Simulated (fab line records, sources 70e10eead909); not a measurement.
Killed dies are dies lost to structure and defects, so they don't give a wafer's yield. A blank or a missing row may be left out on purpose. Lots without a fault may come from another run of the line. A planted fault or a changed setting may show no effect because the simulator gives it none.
fab line records | flow nand_harc
record lots=14 wafers=42 last_day=33
route steps=1302 shown A_CONTACT@1049
lots that met no fault: from a run of the same line without faults
start_h: hours from the record's first day to the start of the lot's first wafer shown | wait_h: hours since the lot's step before | " the same as in the row above | L1.1+2: a row that stands for several wafers | - no value, or no start given | * or withheld: withheld | < > ~ a bound
route shown NAME@n: a module of which the file shows steps, and the number in the route of the first | usual: mean/standard deviation of fault-free wafers | same: alike in all rows | chamber/n: place in a boat | sites: the reading at each site | _std_site: their standard deviation | _edge_site: outer sites' mean less inner sites' | radius_mm: how far each site lies from the wafer's centre | mask NAME#n: copy n | behind: the tool/chamber that last shaped the wafer | hold: why the lot was held/for how many hours/how that ended | device: the transistor (n, p or np) that didn't switch | end of line: the same wafers' tests at the end of the route | a step without rows: its recipe alone | killed: dies lost to structure and defects at the first sort, not the wafer's yield | map: a wafer's dies, x killed, . not, _ none there
set.NAME: the setting as run; set.NAME@STEP: as run at that earlier step | model.NAME: the simulator's own value behind a step, which no gauge read
steps of the route over a sample of lots; a table a step, a row a wafer
services: from which hour (start_h, from the record's first day; less than 0 if before it) a tool's chamber was out of use, for how many hours, and why
## steps
# step NHARC_A_CONTACT_ETCH_126
# recipe source_w=withheld pressure_mtorr=20 bias_v=3000 time_s=197 target_depth_a=19180 ar_flow_sccm=withheld c4f8_flow_sccm=withheld o2_flow_sccm=withheld chemistry=C4F8/O2/Ar
# columns lot.wafer tool chamber start_h wait_h rf_hours_counter_h
L506.1 har_cap_etch-02 0 505.26 0.1 85
L506.3 " 0 " " -
L506.5 " 0 " " -
L508.4 har_cap_etch-02 1 514.74 0.2 -
L508.5 " 1 " " -
L508.6 " 0 " " -
L507.2 har_cap_etch-03 0 514.77 0.1 46
L507.4 " 0 " " -
L507.5 " 1 " " -
L510.1 har_cap_etch-03 0 540.54 0.1 49
L510.3 " 1 " " -
L510.6 " 1 " " -
L509.2 har_cap_etch-02 1 543.67 0.2 91
L509.3 " 1 " " -
L509.6 " 0 " " -
L511.1 har_cap_etch-03 0 560.95 0.2 53
L511.2 " 1 " " 53
L511.4 " 0 " " -
L512.3 har_cap_etch-01 0 563.00 0.1 -
L512.5 " 1 " " -
L512.6 " 0 " " -
L513.1 har_cap_etch-02 0 567.91 0.1 97
L513.4 " 0 " " -
L513.6 " 0 " " -
L514.2 har_cap_etch-02 1 591.45 0.1 100
L514.1 " 0 " " 100
L514.5 " 1 " " -
L515.1 har_cap_etch-03 0 592.25 0.1 58
L515.4 " 0 " " -
L515.5 " 1 " " -
L518.2 har_cap_etch-02 1 638.94 0.1 107
L518.4 " 1 " " -
L518.6 " 1 " " -
L524.2 har_cap_etch-02 1 690.53 0.1 118
L524.3 " 1 " " -
L524.5 " 1 " " -
L526.2 har_cap_etch-01 1 710.04 0.1 34
L526.3 " 0 " " -
L526.5 " 1 " " -
L528.2 har_cap_etch-03 0 735.08 0.1 83
L528.5 " 0 " " -
L528.6 " 1 " " -
# step NHARC_A_CONTACT_ETCH_133
# recipe source_w=withheld pressure_mtorr=20 bias_v=400 time_s=374 target_depth_a=16100 ar_flow_sccm=withheld c4f8_flow_sccm=11.5 o2_flow_sccm=7.2 chemistry=C4F8/O2/Ar
# columns lot.wafer tool chamber start_h wait_h rf_hours_counter_h
L506.1 har_cap_etch-02 0 506.50 0.1 87
L506.3 " 0 " " -
L506.5 " 0 " " -
L507.2 har_cap_etch-03 0 516.00 0.1 47
L507.4 " 0 " " -
L507.5 " 1 " " -
L508.4 har_cap_etch-02 1 516.50 0.3 -
L508.5 " 1 " " -
L508.6 " 0 " " -
L510.1 har_cap_etch-03 0 541.79 0.1 50
L510.3 " 1 " " -
L510.6 " 1 " " -
L509.2 har_cap_etch-02 1 544.91 0.1 92
L509.3 " 1 " " -
L509.6 " 0 " " -
L511.1 har_cap_etch-03 0 562.24 0.1 54
L511.2 " 1 " " 54
L511.4 " 0 " " -
L512.3 har_cap_etch-01 0 564.35 0.3 -
L512.5 " 1 " " -
L512.6 " 0 " " -
L513.1 har_cap_etch-02 0 569.15 0.1 98
L513.4 " 0 " " -
L513.6 " 0 " " -
L514.2 har_cap_etch-02 1 592.69 0.1 101
L514.1 " 0 " " 101
L514.5 " 1 " " -
L515.1 har_cap_etch-03 0 593.53 0.2 59
L515.4 " 0 " " -
L515.5 " 1 " " -
L518.2 har_cap_etch-02 1 640.18 0.1 108
L518.4 " 1 " " -
L518.6 " 1 " " -
L524.2 har_cap_etch-02 1 691.77 0.1 119
L524.3 " 1 " " -
L524.5 " 1 " " -
L526.2 har_cap_etch-01 1 711.31 0.2 35
L526.3 " 0 " " -
L526.5 " 1 " " -
L528.2 har_cap_etch-03 0 736.61 0.2 84
L528.5 " 0 " " -
L528.6 " 1 " " -
# step NHARC_A_CONTACT_ETCH_91
# recipe target_depth_a=400 over_etch_frac=0.5 time_s=85.7 ion_energy_ev=120 ch3f_flow_sccm=50 o2_flow_sccm=30 ar_flow_sccm=200 rf_w=500 bias_w=100 chemistry=CH3F/O2
# usual ch3f_flow_sccm=50.02/0.13 drypump_motor_current_A=5.9/0.5 oes_product_au=0.94/0.032 rf_vpp_V=244.3/1.6 showerhead_plenum_p_Torr=2.45/0.099 throttle_valve_pct=20.664/0.0085
# columns lot.wafer tool chamber start_h wait_h ch3f_flow_sccm drypump_motor_current_A oes_product_au rf_hours_counter_h rf_vpp_V showerhead_plenum_p_Torr throttle_valve_pct
L506.3 rie_diel-08 1 507.30 0.6 50.00 6.7 0.91 20 243.8 2.42 20.678
L506.1 " 2 " " 50.16 5.7 0.91 25 242.9 2.38 20.665
L506.5 " 0 " " 50.16 5.6 0.94 - 243.4 2.39 20.654
L507.4 rie_diel-04 2 516.80 0.6 50.00 5.1 0.92 46 246.8 2.62 20.659
L507.2 " 0 " " 49.92 6.6 0.93 45 246.9 2.64 20.653
L507.5 " 1 " " 50.17 5.8 0.94 - 242.7 2.42 20.667
L508.4 rie_diel-01 2 517.26 0.7 50.07 5.9 0.92 41 243.3 2.42 20.670
L508.6 " 1 " " 50.37 5.5 0.93 - 245.9 2.54 20.654
L508.5 " 2 " " 50.24 5.9 0.92 - 243.3 2.42 20.667
L510.1 rie_diel-08 0 542.97 1.1 50.19 5.6 0.93 31 243.9 2.38 20.652
L510.3 " 1 " " 50.10 6.7 0.91 28 244.3 2.42 20.663
L510.6 " 3 " " 49.94 6.5 0.93 - 244.4 2.43 20.668
L509.2 rie_diel-04 2 545.71 0.7 50.14 5.1 0.99 0 246.7 2.61 20.661
L509.3 " 0 " " 50.11 6.8 1.00 0 247.1 2.64 20.657
L509.6 " 2 " " 49.96 5.1 1.00 - 247.6 2.61 20.666
L511.4 rie_diel-08 1 563.03 0.6 50.11 6.7 0.92 2 244.0 2.42 20.658
L511.2 " 2 " " 49.84 5.7 0.91 3 243.9 2.38 20.677
L511.1 " 0 " " 50.08 5.6 0.94 2 244.3 2.38 20.659
L512.3 rie_diel-08 3 564.97 0.5 49.91 6.5 0.91 4 244.2 2.42 20.650
L512.5 " 0 " " 49.88 5.6 0.92 - 240.9 2.38 20.679
L512.6 " 1 " " 50.07 6.6 0.92 - 244.3 2.42 20.658
L513.1 rie_diel-04 0 569.96 0.7 50.02 6.7 0.93 9 247.1 2.63 20.674
L513.6 " 3 " " 49.94 5.5 0.93 - 247.1 2.66 20.649
L513.4 " 2 " " 50.06 5.1 0.92 - 247.3 2.61 20.659
L514.1 rie_diel-01 3 593.49 0.7 49.94 5.8 0.92 5 242.4 2.31 20.668
L514.2 " 1 " " 49.97 5.6 0.92 6 244.6 2.53 20.658
L514.5 " 2 " " 50.20 5.9 0.91 - 243.3 2.41 20.663
L515.4 rie_diel-04 0 594.24 0.5 49.99 6.7 0.99 19 246.6 2.63 20.674
L515.1 " 3 " " 50.02 5.5 0.97 21 247.3 2.65 20.656
L515.5 " 0 " " 49.91 6.6 0.98 - 246.4 2.63 20.677
L518.4 rie_diel-08 2 640.99 0.6 49.99 5.6 0.92 16 243.2 2.37 20.671
L518.2 " 3 " " 50.07 6.5 0.92 16 244.7 2.42 20.651
L518.6 " 0 " " 50.10 5.6 0.93 - 242.9 2.38 20.675
L524.2 rie_diel-08 2 692.56 0.7 49.95 5.7 0.80 25 244.4 2.37 20.659
L524.3 " 3 " " 49.95 6.5 0.81 26 243.5 2.41 20.646
L524.5 " 3 " " 49.87 6.5 0.81 - 243.8 2.41 20.661
L526.3 rie_diel-08 0 712.03 0.6 49.79 5.6 0.76 30 243.1 2.37 20.677
L526.2 " 2 " " 50.11 5.7 0.75 28 243.8 2.37 20.659
L526.5 " 2 " " 50.09 5.7 0.74 - 243.7 2.37 20.669
L528.2 rie_diel-04 2 737.58 0.9 49.89 5.1 0.93 8 248.5 2.59 20.672
L528.6 " 1 " " 49.95 5.8 0.92 - 244.6 2.39 20.673
L528.5 " 2 " " 49.94 5.1 0.93 - 245.7 2.59 20.660
# step NHARC_A_CONTACT_STRIP_82
# recipe o2_flow_sccm=500 ar_flow_sccm=0 bias_w=0 chemistry=O2
# usual drypump_motor_current_A=5.9/0.47 oes_product_au=0.997/0.011 rf_vpp_V=57.7/0.93 showerhead_plenum_p_Torr=3.49/0.12 throttle_valve_pct=17.037/0.0092
# columns lot.wafer tool chamber start_h wait_h drypump_motor_current_A oes_product_au rf_hours_counter_h rf_vpp_V showerhead_plenum_p_Torr throttle_valve_pct
L506.1 rie_diel-08 0 - - 5.6 0.999 24 56.8 3.43 17.040
L506.3 " 1 " " 6.6 1.000 20 57.1 3.48 17.040
L506.5 " 3 " " 6.5 1.001 - 58.4 3.49 17.048
L507.2 rie_diel-04 2 - - 5.1 1.007 46 59.4 3.75 17.040
L507.4 " 1 " " 5.8 1.012 39 57.8 3.47 17.022
L507.5 " 3 " " 5.5 1.009 - 56.5 3.28 17.036
L508.4 rie_diel-08 3 - - 6.5 1.004 28 57.2 3.48 17.031
L508.5 " 2 " " 5.7 0.983 - 58.1 3.42 17.025
L508.6 " 3 " " 6.5 1.002 - 56.5 3.48 17.048
L510.3 rie_diel-08 1 - - 6.7 0.998 28 58.6 3.47 17.017
L510.1 " 3 " " 6.5 1.005 33 57.2 3.48 17.056
L510.6 " 1 " " 6.7 0.993 - 57.9 3.47 17.047
L509.2 rie_diel-04 2 - - 5.1 1.003 0 58.1 3.74 17.042
L509.3 " 3 " " 5.5 1.009 0 59.4 3.81 17.042
L509.6 " 2 " " 5.1 1.013 - 58.6 3.74 17.030
L511.1 rie_diel-08 0 - - 5.6 1.003 2 57.7 3.42 17.047
L511.4 " 1 " " 6.7 0.988 2 58.4 3.47 17.034
L511.2 " 2 " " 5.7 0.975 3 58.6 3.42 17.044
L512.3 rie_diel-04 0 - - 6.7 1.005 9 58.2 3.77 17.035
L512.6 " 3 " " 5.5 1.001 - 58.5 3.80 17.043
L512.5 " 0 " " 6.8 1.001 - 58.7 3.77 17.041
L513.4 rie_diel-08 3 - - 6.5 0.989 5 58.2 3.48 17.025
L513.1 " 0 " " 5.6 0.989 3 58.6 3.42 17.028
L513.6 " 0 " " 5.6 1.001 - 57.5 3.42 17.038
L514.1 rie_diel-08 3 - - 6.5 0.995 7 59.5 3.48 17.057
L514.2 " 0 " " 5.6 0.996 7 58.6 3.42 17.040
L514.5 " 3 " " 6.5 0.988 - 56.2 3.48 17.025
L515.4 rie_diel-01 1 - - 5.6 0.996 6 59.1 3.63 17.033
L515.1 " 3 " " 5.8 0.990 5 57.1 3.32 17.034
L515.5 " 1 " " 5.6 0.996 - 57.8 3.63 17.034
L518.4 rie_diel-08 2 - - 5.7 0.984 16 57.3 3.41 17.030
L518.2 " 3 " " 6.5 1.008 16 57.6 3.47 17.037
L518.6 " 2 " " 5.7 0.982 - 57.1 3.41 17.021
L524.3 rie_diel-08 0 - - 5.6 1.010 27 56.7 3.41 17.030
L524.2 " 2 " " 5.7 0.987 25 57.6 3.41 17.027
L524.5 " 0 " " 5.6 1.002 - 56.2 3.41 17.051
L526.2 rie_diel-01 2 - - 5.9 0.989 44 57.7 3.45 17.054
L526.3 " 1 " " 5.6 1.001 33 57.1 3.62 17.037
L526.5 " 3 " " 5.8 0.997 - 58.8 3.30 17.050
L528.2 rie_diel-08 1 - - 6.7 1.006 1 58.5 3.45 17.051
L528.6 " 1 " " 6.6 0.990 - 57.7 3.45 17.025
L528.5 " 2 " " 5.7 0.991 - 57.4 3.40 17.034
## services
# columns tool chamber start_h hours kind
rie_diel-04 - 486.02 0.6 repair
har_cap_etch-02 - 489.05 0.5 repair
har_cap_etch-01 - 497.00 17.0 pm
rie_diel-08 0 499.88 - clean
rie_diel-08 1 499.88 - clean
rie_diel-08 2 499.88 - clean
rie_diel-08 3 499.88 - clean
rie_diel-08 0 524.38 - clean
rie_diel-08 1 524.38 - clean
rie_diel-08 2 524.38 - clean
rie_diel-08 3 524.38 - clean
rie_diel-04 - 535.83 9.0 pm
rie_diel-08 - 545.31 9.0 pm
rie_diel-08 0 545.31 9.0 vent_cycle
rie_diel-08 1 545.31 9.0 vent_cycle
rie_diel-01 1 558.22 4.2 repair
rie_diel-01 - 560.99 9.0 pm
rie_diel-04 2 634.37 5.1 repair
rie_diel-01 1 646.94 11.9 repair
har_cap_etch-01 - 659.85 12.3 repair
rie_diel-08 1 709.58 7.9 repair
rie_diel-04 - 712.83 9.0 pm
rie_diel-08 - 722.31 9.0 pm
rie_diel-01 - 737.99 9.0 pm
## key
first_sign step=NHARC_A_CONTACT_ETCH_91 reading=oes_product_au direction=down sigmas=5.2 usual=0.94 struck=0.78
effect none on later readings
met_at NHARC_A_CONTACT_ETCH_91
struck_lots L524,L526
sort_left_out L524.2,L524.3,L524.5,L526.2,L526.3,L526.5
tester_left_out L524,L526
not_acting_at NHARC_A_CONTACT_ETCH_126,NHARC_A_CONTACT_ETCH_133,NHARC_A_CONTACT_STRIP_82
onset_between 640.99 692.56
fault kind=process_parameter_drift tool=rie_diel-08 chamber=- onset_h=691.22 steps=NHARC_A_CONTACT_ETCH_91 channel=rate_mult offset=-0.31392 shape=step end_h=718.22
# tester_left_out: of these lots the tester's yield and bins aren't shown, on N5 and GAA mostly nor the transistor test; their killed dies are dies lost to structure and defects alone, not to doping, threshold or leakage, so they don't give the yield
# sort_left_out: the simulated sort isn't trusted on such a fault, so these wafers' sort isn't shown, and their yield isn't known
